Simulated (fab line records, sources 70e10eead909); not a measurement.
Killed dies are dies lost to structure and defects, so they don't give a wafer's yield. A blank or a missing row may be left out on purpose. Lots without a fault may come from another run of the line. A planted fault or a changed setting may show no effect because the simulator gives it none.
Problem report in the 8D (eight disciplines) form, filled by code | flow nand_harc | the parts of the form that need people (team, actions taken, sign-off) are left out

1. THE PROBLEM
time_to_endpoint_s at NHARC_P_M2_CMP_23 reads a mean of 12.4 s on 4 wafers of 3 lots; wafers without a fault read 27.2 s with a standard deviation of 2.6. That is -5.7 standard deviations from the usual mean.
The step: polishes, t overpolish 20 s, target thk 144.3 nm.
First seen on wafer L679.4, day 6 19:56, on cmp-03. The record holds 36 wafers of 12 lots with a number at this step. Rule for "out", or "out of limits": more than 4 standard deviations from the usual mean. The other wafers with a number count as sound.

2. WHAT IT IS AND WHAT IT IS NOT
question                    | is                             | is not
which readings at this step | time_to_endpoint_s             | motor_current_A, retaining_ring_pressure_frac
which lots                  | L679, L680, L681               | L677, L678, L683, L691, L693, L694, L695, L698, L699
which wafers of those lots  | L679.4, L680.1, L681.1, L681.4 | L679.1, L679.3, L680.2, L680.5, L681.2
read on which tools         | cmp-03, cmp-04                 | cmp-01
when                        | from day 6 19:56               | up to then (8 sound wafers); but 24 sound wafers of L680, L681, L683, L691, L693, L694, L695, L698, L699 came after

3. SUSPECTS, AND WHAT RULES EACH OUT
Counting: a tool at a process step up to the reading stays a suspect if it ran every lot that is out. Sound lots after the first of them don't rule it out here, since some wafers of a struck lot are sound.
- ecd_cu-01 at NHARC_P_M2_ECD_22 (material Cu, target thk 400 nm): kept. It ran every lot that is out, first L679 (day 6 19:14); its last sound lot up to then is L678 (day 6 16:03).
Left after counting: ecd_cu-01 at NHARC_P_M2_ECD_22.

4. THE CAUSE (what the simulator had put in)
Process parameter drift: ecd_cu-01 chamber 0, from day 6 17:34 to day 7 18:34, at NHARC_P_M2_ECD_22. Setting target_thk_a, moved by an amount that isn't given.
Counting left only this tool.

5. THE CHAIN OF EFFECTS, in route order
Each row: a reading whose mean over the struck wafers that have a number lies more than 3 standard deviations from the usual. Only readings for which the record gives a usual standard deviation are gone through. hours: the time from each lot's start at the first step in this table that gives one to its start at this step, as a median over the lots. sigmas: the change in usual standard deviations.
hours | step              | reading            | usual  | on struck wafers | change | sigmas
0     | NHARC_P_M2_CMP_23 | time_to_endpoint_s | 27.2 s | 12.4             | -14.8  | -5.7
The process steps in it:
- NHARC_P_M2_CMP_23: polishes, t overpolish 20 s, target thk 144.3 nm.

6. WHAT WOULD HAVE CAUGHT IT SOONER
In this record the first reading out of limits was taken at day 6 19:56, 2 hours after the fault began at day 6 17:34.
Of the lots that are out (3), L680, L681 began NHARC_P_M2_ECD_22 on ecd_cu-01 after day 6 19:56. A hold on the tool at that time would have spared those 2.
